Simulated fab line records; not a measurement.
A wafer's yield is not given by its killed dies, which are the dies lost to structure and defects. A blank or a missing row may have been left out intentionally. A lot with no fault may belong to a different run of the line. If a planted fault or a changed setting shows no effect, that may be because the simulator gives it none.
fab line records	flow n5Finfet
record lots=7	wafers=21
route steps=1938 shown SDB@348 HKMG_FIN@395 GATE_CUT@466 MOL_CONTACT_COAG@520
startH: hours from the record's opening day to when the first of the lot's shown wafers began	waitH: hours elapsed since this lot's preceding step	" unchanged from the row above	L1.1+2: a row that stands for several wafers	- no value, or no start was given	* or withheld: withheld	< > ~ a bound
route shown NAME@n: names a module that has steps shown in the file, with the first one's number in the route	usual: mean/standard deviation of fault-free wafers	same: alike in all rows	chamber/n: place in a boat	sites: the reading at each site	_std_site: the values' standard deviation	_edge_site: outer sites' mean less inner sites'	radiusMm: how far each site lies from the wafer's centre	mask NAME#n: copy n	behind: the last tool/chamber to shape the wafer	hold: what put the lot on hold/how long, in hours/how the hold closed	device: the n, p or np transistor that did not switch	end of line: the same wafers' tests at the end of the route	for a step that has no rows: nothing shown but its recipe	killed: dies that structure and defects cost at the first sort, which is not the same as the wafer's yield	map: the dies of a wafer, with x for killed, . for not killed, _ for no die there
set.NAME: setting as actually run; set.NAME@STEP: the setting as run at that earlier step	model.NAME: the simulator's own value behind a step, which no gauge read
lots run with intentionally changed settings; tables by step, rows by wafer
## steps
# step N5_SDB_COAT_03
# recipe resist=SOC	tempC=250	timeS=60	spinRpm=1500	resistThkNm=100
lot.wafer	tool	chamber	startH	waitH	set.spinRpm	model.SOC_of_SDB_COAT_03.thkNm
L078.1	lithoTrack-04	0	89.33	0.1	1458	100.8
L078.3	"	0	"	"	1500	99.6
L078.6	"	0	"	"	1458	101.2
L079.1	lithoTrack-04	0	96.69	0.1	1500	100.6
L079.3	"	0	"	"	1500	100.2
L079.6	"	0	"	"	1500	100.4
L081.3+6	lithoTrack-02	0	109.80	0.1	1500	100.2
L081.5	"	0	"	"	1500	100.6
L088.1+3+4	lithoTrack-02	0	148.13	0.1	1500	100
L090.2+4+5	lithoTrack-02	0	162.22	0.1	1500	100.2
L092.1	lithoTrack-04	0	172.31	0.1	1649	96
L092.3+5	"	0	"	"	1500	100.6
L095.1	lithoTrack-02	0	189.98	0.1	1500	100.4
L095.3	"	0	"	"	1566	98.2
L095.6	"	0	"	"	1500	100.2
# step N5_SDB_COAT_04
# recipe resist=SiARC	tempC=220	timeS=60	spinRpm=1500	resistThkNm=18
# step N5_SDB_COAT_05
# recipe resist=CAR-ArF	spinRpm=1500	resistThkNm=90
# step N5_SDB_DESCUM_16
# recipe chemistry=O2	timeS=7.9	sourcePowerW=50	biasPowerW=20	pressureMtorr=20	rfFrequencyHz=2.712e+07	tempC=40	resist=CAR-ArF	o2FlowSccm=225
# step N5_SDB_ETCH_17
# recipe chemistry=CF4	target=SiARC	targetDepthA=234	maskMaterial=CAR-ArF	timeS=39	ionEnergyEv=80	pressureMtorr=40	sourceW=545	biasW=36	Ar_flow_sccm=100	cf4FlowSccm=100	ends=cleared
# step N5_SDB_ETCH_18
# recipe chemistry=N2/H2	target=SOC	targetDepthA=1000	overetchA=200	maskMaterial=SiARC	tempC=40	timeS=150	ionEnergyEv=200	pressureMtorr=30	sourceW=840	biasW=150	n2FlowSccm=200	h2FlowSccm=200
lot.wafer	tool	chamber	startH	waitH	set.spinRpm@SDB_COAT_03	model.etch.depthNm
L078.1	rieDiel-06	0	89.85	0.0	1458	100.9
L078.3	"	3	"	"	1500	99.52
L078.6	"	1	"	"	1458	101.2
L079.1+6	rieDiel-01	3,2	97.10	0.0	1500	100.5
L079.3	"	0	"	"	1500	100.2
L081.3	rieDiel-01	3	110.22	0.0	1500	100.1
L081.5	"	2	"	"	1500	100.6
L081.6	"	3	"	"	1500	100.2
L088.1	rieDiel-01	1	149.00	0.0	1500	100
L088.3+4	"	2,1	"	"	1500	100.1
L090.2	rieDiel-06	2	162.74	0.0	1500	100.3
L090.4	"	2	"	"	1500	100.2
L090.5	"	0	"	"	1500	100.1
L092.1	rieDiel-02	1	172.84	0.0	1649	96.03
L092.3	"	3	"	"	1500	100.7
L092.5	"	3	"	"	1500	100.5
L095.1	rieDiel-01	0	190.50	0.0	1500	100.5
L095.3	"	3	"	"	1566	98.16
L095.6	"	3	"	"	1500	100.2
# step N5_SDB_STRIP_19
# recipe chemistry=N2/H2	tempC=40	n2FlowSccm=200	h2FlowSccm=200	rfFrequencyHz=6e+07
# step N5_SDB_STRIP_21
# recipe chemistry=CF4	resist=SiARC	powerW=300	biasPowerW=75	pressureMtorr=50	cf4FlowSccm=150	rfFrequencyHz=6e+07
# step N5_SDB_HM_OPEN_20
# recipe chemistry=CH3F/O2	target=SiNx	maskMaterial=SOC	targetDepthA=240	stopOn=poly-Si	overEtchFrac=0.4	ionEnergyEv=120	pressureMtorr=30	sourceW=395	biasW=73	Ar_flow_sccm=150	CH3F_flow_sccm=30	O2_flow_sccm=20
lot.wafer	tool	chamber	startH	waitH	set.spinRpm@SDB_COAT_03	model.SOC_of_SDB_COAT_03.thkNm
L078.1	rieDiel-06	0	90.01	0.0	1458	85
L078.3	"	3	"	"	1500	83.4
L078.6	"	1	"	"	1458	85.6
L079.1	rieDiel-01	3	97.25	0.0	1500	85
L079.3	"	0	"	"	1500	84.2
L079.6	"	2	"	"	1500	84.4
L081.3+6	rieDiel-01	3	110.38	0.0	1500	84.6
L081.5	"	2	"	"	1500	84.4
L088.1	rieDiel-01	1	149.16	0.0	1500	84.2
L088.3	"	2	"	"	1500	84
L088.4	"	1	"	"	1500	84.4
L090.2+4+5	rieDiel-06	2,2,0	162.90	0.0	1500	84.4
L092.1	rieDiel-02	1	173.00	0.0	1649	80
L092.3	"	3	"	"	1500	84.6
L092.5	"	3	"	"	1500	84.4
L095.1	rieDiel-01	0	190.66	0.0	1500	84.8
L095.3	"	3	"	"	1566	82
L095.6	"	3	"	"	1500	84.2
# step N5_SDB_STRIP_22
# recipe chemistry=N2/H2	powerW=1000	tempC=250	h2Frac=0.65	overashFraction=0.3	pressureMtorr=withheld	n2FlowSccm=1750	h2FlowSccm=3250
# usual stripTimeToEndpointS=96.4/0.33
lot.wafer	tool	chamber	startH	waitH	set.spinRpm@SDB_COAT_03	stripTimeToEndpointS
L078.1	plasmaAsher-02	0	90.09	0.1	1458	97.1
L078.3	"	1	"	"	1500	95.6
L078.6	"	1	"	"	1458	97.6
L079.1	plasmaAsher-01	1	97.33	0.1	1500	97.1
L079.3	"	0	"	"	1500	96.5
L079.6	"	0	"	"	1500	96.5
L081.3	plasmaAsher-02	0	110.50	0.1	1500	96.7
L081.5	"	1	"	"	1500	96.6
L081.6	"	0	"	"	1500	96.8
L088.1	plasmaAsher-02	0	149.24	0.1	1500	96.4
L088.3	"	1	"	"	1500	96.2
L088.4	"	0	"	"	1500	96.6
L090.2	plasmaAsher-01	1	162.98	0.1	1500	96.6
L090.4	"	1	"	"	1500	96.7
L090.5	"	1	"	"	1500	96.5
L092.1	plasmaAsher-02	1	173.08	0.1	1649	92.5
L092.3	"	1	"	"	1500	96.8
L092.5	"	0	"	"	1500	96.6
L095.1	plasmaAsher-01	0	190.74	0.1	1500	96.9
L095.3	"	0	"	"	1566	94.4
L095.6	"	1	"	"	1500	96.3
# step N5_HKMG_FIN_EXPOSE_46
# recipe maskId=NDIPOLE	na=1.35	sourceShape=conventional	sigmaOuter=0.8	polarization=unpolarized	doseMj=40
lot.wafer	tool	chamber	startH	waitH	mask	set.doseMj
L078.1	arfiScanner-03	0	95.05	-	NDIPOLE#0	40
L078.3+6	"	0	"	"	NDIPOLE#0	41.8
L079.1+6	arfiScanner-02	0	103.00	-	NDIPOLE#0	42.21
L079.3	"	0	"	"	NDIPOLE#0	40
L081.3+5+6	arfiScanner-02	0	115.59	-	NDIPOLE#0	40
L088.1+3+4	arfiScanner-03	0	154.33	-	NDIPOLE#0	40
L090.2+4+5	arfiScanner-03	0	168.01	-	NDIPOLE#0	41.86
L092.1+3	arfiScanner-02	0	177.92	-	NDIPOLE#0	42.68
L092.5	"	0	"	"	NDIPOLE#0	40
L095.1	arfiScanner-02	0	195.56	-	NDIPOLE#0	40
L095.3+6	"	0	"	"	NDIPOLE#0	37.54
# step N5_HKMG_FIN_PEB_47
# recipe pebTempC=withheld	pebTimeS=60	resist=CAR-ArF
# step N5_HKMG_FIN_DEVELOP_48
# recipe developTimeS=30	developer=TMAH	resist=CAR-ArF	rinseLiquid=diw	dry=airSpin	devTempC=23
# step N5_HKMG_FIN_CD_MEAS_49
# recipe targetCdNm=202	landingEnergyEv=500	detector=seInlens	polarity=opening
# usual cdNm=201.9/0.58
lot.wafer	tool	chamber	startH	waitH	set.doseMj@HKMG_FIN_EXPOSE_46	cdNm
L078.1	cdSem-01	0	95.18	-	40	203.5
L078.3	"	0	"	"	41.8	204.7
L078.6	"	0	"	"	41.8	205.6
L079.1	cdSem-01	0	103.12	-	42.21	204.5
L079.3	"	0	"	"	40	201.0
L079.6	"	0	"	"	42.21	203.9
L081.3	cdSem-01	0	115.71	-	40	201.4
L081.5	"	0	"	"	40	202.0
L081.6	"	0	"	"	40	202.1
L088.1	cdSem-01	0	154.45	-	40	202.6
L088.3	"	0	"	"	40	202.7
L088.4	"	0	"	"	40	202.3
L090.2	cdSem-03	0	168.13	-	41.86	205.5
L090.4	"	0	"	"	41.86	204.5
L090.5	"	0	"	"	41.86	205.4
L092.1	cdSem-01	0	178.04	-	42.68	206.9
L092.3	"	0	"	"	42.68	206.0
L092.5	"	0	"	"	40	201.6
L095.1	cdSem-01	0	195.68	-	40	202.4
L095.3	"	0	"	"	37.54	198.5
L095.6	"	0	"	"	37.54	199.3
# step N5_HKMG_FIN_ETCH_54
# recipe chemistry=CF4	target=SiARC	targetDepthA=455	maskMaterial=CAR-ArF	timeS=75.8	ionEnergyEv=80	pressureMtorr=40	sourceW=545	biasW=36	Ar_flow_sccm=100	cf4FlowSccm=100	ends=cleared
# usual etchRfOnTimeS=76.1/1.1	rfVppV=184.1/1.3
lot.wafer	tool	chamber	startH	waitH	set.sourceW	set.doseMj@HKMG_FIN_EXPOSE_46	etchRfOnTimeS	rfVppV	model.HKMG_FIN.cdOffsetNm
L078.1	rieDiel-06	2	95.30	0.0	545	40	76.4	184.1	1.4
L078.3	"	3	"	"	545	41.8	75.2	183.4	2.8
L078.6	"	0	"	"	545	41.8	76.1	185.0	3.2
L079.1	rieDiel-06	0	103.46	0.0	642.2	42.21	66.2	174.3	2.8
L079.3	"	1	"	"	642.2	40	66.8	172.8	-1
L079.6	"	2	"	"	545	42.21	76.2	183.3	2
L081.3	rieDiel-01	2	115.83	0.0	600.7	40	69.0	176.0	-0.2
L081.5	"	1	"	"	545	40	77.4	184.2	0.2
L081.6	"	0	"	"	545	40	76.6	183.1	0.2
L088.1	rieDiel-01	2	155.00	0.0	545	40	74.1	182.7	0.4
L088.3	"	1	"	"	545	40	76.5	182.6	0.8
L088.4	"	1	"	"	545	40	77.0	182.8	0.4
L090.2	rieDiel-02	3	168.25	0.0	617.9	41.86	68.0	175.6	3.2
L090.4	"	1	"	"	617.9	41.86	68.1	177.6	2.6
L090.5	"	2	"	"	545	41.86	78.4	183.8	3.4
L092.1	rieDiel-01	0	178.27	0.0	640.5	42.68	65.8	173.6	4.8
L092.3	"	2	"	"	640.5	42.68	65.6	171.7	4.2
L092.5	"	3	"	"	545	40	76.0	185.0	0.2
L095.1	rieDiel-01	0	196.05	0.0	545	40	76.4	181.3	0.6
L095.3	"	3	"	"	454.6	37.54	89.5	197.1	-3.2
L095.6	"	2	"	"	454.6	37.54	88.9	193.8	-3
# step N5_HKMG_FIN_ETCH_55
# recipe chemistry=N2/H2	target=SOC	targetDepthA=2400	tempC=40	timeS=300	ionEnergyEv=200	maskMaterial=SiARC	pressureMtorr=30	sourceW=840	biasW=150	n2FlowSccm=200	h2FlowSccm=200
lot.wafer	tool	chamber	startH	waitH	set.doseMj@HKMG_FIN_EXPOSE_46	model.HKMG_FIN.cdOffsetNm
L078.1	rieDiel-06	2	95.36	0.0	40	1
L078.3	"	3	"	"	41.8	2.2
L078.6	"	0	"	"	41.8	3
L079.1	rieDiel-06	0	103.52	0.0	42.21	3
L079.3	"	1	"	"	40	-1.4
L079.6	"	2	"	"	42.21	2.4
L081.3	rieDiel-01	2	115.89	0.0	40	0
L081.5+6	"	1,0	"	"	40	0.2
L088.1	rieDiel-01	2	155.06	0.0	40	0.6
L088.3	"	1	"	"	40	0.8
L088.4	"	1	"	"	40	0.4
L090.2	rieDiel-02	3	168.31	0.0	41.86	3.4
L090.4+5	"	1,2	"	"	41.86	2.6
L092.1	rieDiel-01	0	178.32	0.0	42.68	4.8
L092.3	"	2	"	"	42.68	4.2
L092.5	"	3	"	"	40	0.4
L095.1	rieDiel-01	0	196.11	0.0	40	0.6
L095.3+6	"	3,2	"	"	37.54	-3.2
# step N5_HKMG_FIN_STRIP_56
# recipe chemistry=N2/H2	tempC=40	n2FlowSccm=200	h2FlowSccm=200	rfFrequencyHz=6e+07
# step N5_HKMG_FIN_STRIP_57
# recipe chemistry=CF4	resist=SiARC	powerW=300	biasPowerW=75	pressureMtorr=50	cf4FlowSccm=150	rfFrequencyHz=6e+07
# step N5_HKMG_FIN_ETCH_58
# recipe chemistry=N2/H2	target=SOC	targetDepthA=2158	ionEnergyEv=50	biasW=13	timeS=741	pressureMtorr=30	sourceW=875	n2FlowSccm=200	h2FlowSccm=200
lot.wafer	tool	chamber	startH	waitH	set.doseMj@HKMG_FIN_EXPOSE_46	model.HKMG_FIN.cdOffsetNm
L078.1	rieDiel-06	2	95.57	0.0	40	1.4
L078.3	"	3	"	"	41.8	2.2
L078.6	"	0	"	"	41.8	3
L079.1	rieDiel-06	0	103.73	0.0	42.21	3.2
L079.3	"	1	"	"	40	-1.2
L079.6	"	2	"	"	42.21	2.4
L081.3	rieDiel-01	2	116.10	0.0	40	-0.4
L081.5	"	1	"	"	40	0
L081.6	"	0	"	"	40	-0.2
L088.1	rieDiel-01	2	155.27	0.0	40	0.4
L088.3	"	1	"	"	40	0.8
L088.4	"	1	"	"	40	0.2
L090.2	rieDiel-02	3	168.52	0.0	41.86	3.2
L090.4	"	1	"	"	41.86	2.8
L090.5	"	2	"	"	41.86	2.4
L092.1	rieDiel-01	0	178.53	0.0	42.68	5.2
L092.3	"	2	"	"	42.68	4
L092.5	"	3	"	"	40	1
L095.1	rieDiel-01	0	196.32	0.0	40	0.6
L095.3	"	3	"	"	37.54	-3.2
L095.6	"	2	"	"	37.54	-3
# step N5_GATE_CUT_ETCH_56
# recipe chemistry=Cl2/Ar	target=TiN	targetDepthA=216	pressureMtorr=10	icpW=600	biasW=60	Cl2_flow_sccm=40	Ar_flow_sccm=60
lot.wafer	tool	chamber	startH	waitH	set.biasW	model.etch.depthNm
L078.1	rieMetal-03	1	103.50	0.1	67.78	23.02
L078.3	"	1	"	"	60	21.74
L078.6	"	1	"	"	67.78	22.99
L079.1	rieMetal-02	0	111.76	0.1	60	21.52
L079.3	"	0	"	"	60	21.6
L079.6	"	0	"	"	60	21.66
L081.3	rieMetal-02	1	123.81	0.1	52.97	20.96
L081.5	"	0	"	"	60	21.56
L081.6	"	1	"	"	52.97	20.94
L088.1	rieMetal-02	0	163.52	0.1	60	21.68
L088.3	"	1	"	"	60	21.84
L088.4	"	0	"	"	60	21.76
L090.2	rieMetal-03	1	176.22	0.1	60	21.95
L090.4	"	0	"	"	68.37	23.58
L090.5	"	0	"	"	60	22.37
L092.1	rieMetal-01	1	186.40	0.1	70.03	22.6
L092.3	"	1	"	"	60	21.11
L092.5	"	0	"	"	60	22.24
L095.1	rieMetal-01	1	204.32	0.1	60	21.1
L095.3	"	0	"	"	60	22.07
L095.6	"	1	"	"	49.2	19.67
# step N5_MOL_CONTACT_COAG_COAT_02
# recipe resist=CAR-EUV	spinRpm=1500	resistThkNm=30
lot.wafer	tool	chamber	startH	waitH	set.spinRpm	model.CAR-EUV_of_MOL_CONTACT_COAG_COAT_02.thkNm
L078.1	lithoTrack-05	0	-	-	1500	30
L078.3	"	0	"	"	1353	31.6
L078.6	"	0	"	"	1353	31.8
L079.1	lithoTrack-04	0	-	-	1500	29.8
L079.3+6	"	0	"	"	1500	30
L081.3+5	lithoTrack-02	0	-	-	1500	30.2
L081.6	"	0	"	"	1500	30
L088.1+3+4	lithoTrack-02	0	-	-	1500	30
L090.2+4+5	lithoTrack-02	0	-	-	1500	30
L092.1+3	lithoTrack-04	0	-	-	1500	30.2
L092.5	"	0	"	"	1500	30
L095.1	lithoTrack-05	0	-	-	1500	30
L095.3+6	"	0	"	"	1611	29
# step N5_MOL_CONTACT_COAG_EBR_04
# recipe solvent=PGMEA	ebrWidthMm=1.5
# step N5_MOL_CONTACT_COAG_SOFTBAKE_03
# recipe tempC=110	timeS=60	resist=CAR-EUV
# step N5_MOL_CONTACT_COAG_EXPOSE_05
# recipe maskId=CA	na=0.33	sourceShape=annular	sigmaInner=0.4	sigmaOuter=0.8	polarization=unpolarized	defocusNm=0	doseMj=38.25
# step N5_MOL_CONTACT_COAG_PEB_06
# recipe pebTempC=100	pebTimeS=60	resist=CAR-EUV
# step N5_MOL_CONTACT_COAG_DEVELOP_07
# recipe developTimeS=30	developer=TMAH	resist=CAR-EUV	rinseLiquid=surfactantRinse	dry=airSpin	devTempC=23
lot.wafer	tool	chamber	startH	waitH	set.spinRpm@MOL_CONTACT_COAG_COAT_02	model.CAR-EUV_of_MOL_CONTACT_COAG_COAT_02.thkNm
L078.1	lithoTrack-05	0	-	-	1500	29.6
L078.3	"	0	"	"	1353	31
L078.6	"	0	"	"	1353	31.2
L079.1+6	lithoTrack-05	0	-	-	1500	29.4
L079.3	"	0	"	"	1500	29.6
L081.3+6	lithoTrack-05	0	-	-	1500	29.6
L081.5	"	0	"	"	1500	29.8
L088.1	lithoTrack-02	0	-	-	1500	29.4
L088.3+4	"	0	"	"	1500	29.6
L090.2+4	lithoTrack-05	0	-	-	1500	29.6
L090.5	"	0	"	"	1500	29.4
L092.1+3+5	lithoTrack-05	0	-	-	1500	29.6
L095.1	lithoTrack-04	0	-	-	1500	29.6
L095.3	"	0	"	"	1611	28.6
L095.6	"	0	"	"	1611	28.4
# step N5_MOL_CONTACT_COAG_COAT_77
# recipe resist=underlayer	tempC=205	timeS=60	spinRpm=1500	resistThkNm=10
lot.wafer	tool	chamber	startH	waitH	set.spinRpm	model.underlayer_of_MOL_CONTACT_COAG_COAT_77.thkNm
L078.1	lithoTrack-02	0	-	-	1623	9.6
L078.3+6	"	0	"	"	1500	10
L079.1	lithoTrack-02	0	-	-	1500	10
L079.3+6	"	0	"	"	1615	9.6
L081.3+5	lithoTrack-05	0	-	-	1380	10.4
L081.6	"	0	"	"	1500	10
L088.1+3+4	lithoTrack-04	0	-	-	1500	10
L090.2+4	lithoTrack-04	0	-	-	1553	9.8
L090.5	"	0	"	"	1500	10
L092.1+3+5	lithoTrack-04	0	-	-	1500	10
L095.1+3+6	lithoTrack-05	0	-	-	1500	10
# step N5_MOL_CONTACT_COAG_COAT_78
# recipe resist=CAR-EUV	spinRpm=1500	resistThkNm=40
# step N5_MOL_CONTACT_COAG_EBR_80
# recipe solvent=PGMEA	ebrWidthMm=1.5
# step N5_MOL_CONTACT_COAG_DESCUM_88
# recipe chemistry=O2	timeS=7	sourcePowerW=50	biasPowerW=20	pressureMtorr=20	rfFrequencyHz=2.712e+07	tempC=40	resist=CAR-EUV	o2FlowSccm=225
# step N5_MOL_CONTACT_COAG_ETCH_89
# recipe chemistry=N2/H2	target=underlayer	targetDepthA=130	maskMaterial=CAR-EUV	timeS=10.4	ionEnergyEv=200	pressureMtorr=30	sourceW=840	biasW=150	n2FlowSccm=200	h2FlowSccm=200	ends=cleared
lot.wafer	tool	chamber	startH	waitH	set.spinRpm@MOL_CONTACT_COAG_COAT_77	model.CAR-EUV_of_MOL_CONTACT_COAG_COAT_78.thkNm	model.etch.depthNm
L078.1	rieDiel-02	0	121.54	0.0	1623	25.2	9.609
L078.3+6	"	2,1	"	"	1500	24.8	10.01
L079.1	rieDiel-01	1	129.57	0.0	1500	24.6	10.01
L079.3	"	2	"	"	1615	25	9.665
L079.6	"	1	"	"	1615	25	9.658
L081.3	rieDiel-02	0	141.71	0.0	1380	24.4	10.37
L081.5	"	2	"	"	1380	24.4	10.4
L081.6	"	1	"	"	1500	24.6	9.961
L088.1	rieDiel-06	0	180.77	0.0	1500	24.6	10.06
L088.3	"	2	"	"	1500	24.8	10.05
L088.4	"	1	"	"	1500	24.8	10.03
L090.2	rieDiel-02	0	196.12	0.0	1553	24.8	9.852
L090.4	"	3	"	"	1553	24.8	9.848
L090.5	"	0	"	"	1500	24.6	10.04
L092.1	rieDiel-06	1	209.05	0.0	1500	24.8	10.06
L092.3	"	0	"	"	1500	24.8	10.02
L092.5	"	0	"	"	1500	24.6	10.04
L095.1	rieDiel-02	1	223.16	0.0	1500	24.6	10.03
L095.3+6	"	2,1	"	"	1500	24.6	10.01
# step N5_MOL_CONTACT_COAG_ETCH_90
# recipe chemistry=CF4	target=SiARC	targetDepthA=130	maskMaterial=CAR-EUV	timeS=21.7	ionEnergyEv=80	pressureMtorr=40	sourceW=545	biasW=36	Ar_flow_sccm=100	cf4FlowSccm=100	ends=cleared
# step N5_MOL_CONTACT_COAG_ALD_131
# recipe material=SiO2	targetThkA=50	tempC=100	aldPrecursorFamily=BDEAS	aldCoReactant=O2-plasma	pulseTimeS=1	coReactantPulseTimeS=1	purgeTimeS=2	coReactantPurgeTimeS=2	aldCycles=35	pressureTorr=2
# step N5_MOL_CONTACT_COAG_ETCHBACK_132
# recipe chemistry=CHF3	target=SiO2	targetDepthA=100	timeS=6.7	ionEnergyEv=200	pressureMtorr=30	sourceW=610	biasW=170	Ar_flow_sccm=200	CHF3_flow_sccm=50
lot.wafer	tool	chamber	startH	waitH	set.spinRpm@MOL_CONTACT_COAG_COAT_77	model.CAR-EUV_of_MOL_CONTACT_COAG_COAT_78.thkNm
L078.1	rieDiel-06	2	121.81	0.1	1623	16
L078.3+6	"	1,0	"	"	1500	15.6
L079.1	rieDiel-02	0	129.85	0.1	1500	15.4
L079.3+6	"	3,1	"	"	1615	15.8
L081.3+5	rieDiel-01	2,1	141.99	0.1	1380	15.2
L081.6	"	0	"	"	1500	15.6
L088.1	rieDiel-01	2	181.08	0.1	1500	15.4
L088.3+4	"	1,3	"	"	1500	15.6
L090.2+4	rieDiel-02	0,1	196.60	0.2	1553	15.6
L090.5	"	0	"	"	1500	15.4
L092.1+5	rieDiel-06	0	209.83	0.1	1500	15.6
L092.3	"	3	"	"	1500	15.8
L095.1+3+6	rieDiel-02	2,1,2	223.44	0.1	1500	15.6
## key
split step=N5_SDB_COAT_03	setting=spinRpm	stated=1500	by=wafer
response step=N5_SDB_COAT_03	reading=model.SOC_of_SDB_COAT_03.thkNm	change=-0.468	per=1%	r=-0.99
response step=N5_SDB_ETCH_18	reading=model.etch.depthNm	change=-0.47	per=1%	r=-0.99
response step=N5_SDB_HM_OPEN_20	reading=model.SOC_of_SDB_COAT_03.thkNm	change=-0.485	per=1%	r=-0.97
response step=N5_SDB_STRIP_22	reading=stripTimeToEndpointS	change=*	per=1%	r=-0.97
split step=N5_HKMG_FIN_EXPOSE_46	setting=doseMj	stated=40	by=wafer
response step=N5_HKMG_FIN_CD_MEAS_49	reading=cdNm	change=+0.588	per=1%	r=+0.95
response step=N5_HKMG_FIN_ETCH_54	reading=model.HKMG_FIN.cdOffsetNm	change=+0.581	per=1%	r=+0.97
response step=N5_HKMG_FIN_ETCH_55	reading=model.HKMG_FIN.cdOffsetNm	change=+0.604	per=1%	r=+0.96
response step=N5_HKMG_FIN_ETCH_58	reading=model.HKMG_FIN.cdOffsetNm	change=+0.557	per=1%	r=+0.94
split step=N5_HKMG_FIN_ETCH_54	setting=sourceW	stated=545	by=wafer
response step=N5_HKMG_FIN_ETCH_54	reading=etchRfOnTimeS	change=*	per=1%	r=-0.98
response step=N5_HKMG_FIN_ETCH_54	reading=rfVppV	change=-0.675	per=1%	r=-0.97
split step=N5_GATE_CUT_ETCH_56	setting=biasW	stated=60	by=wafer
response step=N5_GATE_CUT_ETCH_56	reading=model.etch.depthNm	change=+0.0845	per=1%	r=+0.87
split step=N5_MOL_CONTACT_COAG_COAT_02	setting=spinRpm	stated=1500	by=wafer
response step=N5_MOL_CONTACT_COAG_COAT_02	reading=model.CAR-EUV_of_MOL_CONTACT_COAG_COAT_02.thkNm	change=-0.16	per=1%	r=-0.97
response step=N5_MOL_CONTACT_COAG_DEVELOP_07	reading=model.CAR-EUV_of_MOL_CONTACT_COAG_COAT_02.thkNm	change=-0.151	per=1%	r=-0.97
split step=N5_MOL_CONTACT_COAG_COAT_77	setting=spinRpm	stated=1500	by=wafer
response step=N5_MOL_CONTACT_COAG_COAT_77	reading=model.underlayer_of_MOL_CONTACT_COAG_COAT_77.thkNm	change=-0.0506	per=1%	r=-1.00
response step=N5_MOL_CONTACT_COAG_ETCH_89	reading=model.CAR-EUV_of_MOL_CONTACT_COAG_COAT_78.thkNm	change=+0.0427	per=1%	r=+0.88
response step=N5_MOL_CONTACT_COAG_ETCH_89	reading=model.etch.depthNm	change=-0.0496	per=1%	r=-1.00
response step=N5_MOL_CONTACT_COAG_ETCHBACK_132	reading=model.CAR-EUV_of_MOL_CONTACT_COAG_COAT_78.thkNm	change=+0.0506	per=1%	r=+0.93
